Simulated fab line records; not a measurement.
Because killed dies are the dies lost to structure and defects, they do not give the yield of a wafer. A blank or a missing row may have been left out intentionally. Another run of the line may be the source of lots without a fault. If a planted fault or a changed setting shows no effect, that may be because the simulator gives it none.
Chamber matching | flow n5 finfet | N5_FIN_SAQP_PECVD_47 on pecvd-01 has 3 sister chambers
The step deposits a-Si from SiH4/He, target thk 45 nm, time 36.3 s. 3 wafers are shown with their chamber, then 7 later ones without.

WAFERS WITH THEIR CHAMBER
wafer  | chamber | showerhead vpp V (V)
L584.1 | 0       | 658
L586.1 | 2       | 613
L586.2 | 1       | 630

WAFERS WHOSE CHAMBER IS MISSING
wafer  | showerhead vpp V (V)
L586.5 | 650
L588.2 | 611
L588.4 | 618
L588.6 | 630
L590.1 | 641
L590.2 | 616
L590.4 | 637

WHICH CHAMBER EACH WENT THROUGH
wafer  | from the rows above     | in truth
L586.5 | can't be placed: 0 or 1 | 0
L588.2 | 2                       | 2
L588.4 | can't be placed: 2 or 1 | 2
L588.6 | 1                       | 1
L590.1 | can't be placed: 1 or 0 | 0
L590.2 | can't be placed: 2 or 1 | 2
L590.4 | 1                       | 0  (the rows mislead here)
Placed correctly: 2 of 7. These rows do not allow placing 4 (true chamber among the candidates in 4). 1 placed wrongly.
How it was worked out, from the rows above alone: a wafer's distance from a chamber is the root of the sum, over the readings, of the square of ((its reading less the chamber's mean) divided by the reading's scatter). If the next closest chamber is less than 2 further off than the closest, the wafer can't be placed; otherwise it belongs to the closest. The mean given for a chamber averages the wafers shown for that chamber. The scatter: root of mean squared gap, hidden wafer to nearest shown wafer, with one shown wafer a chamber.
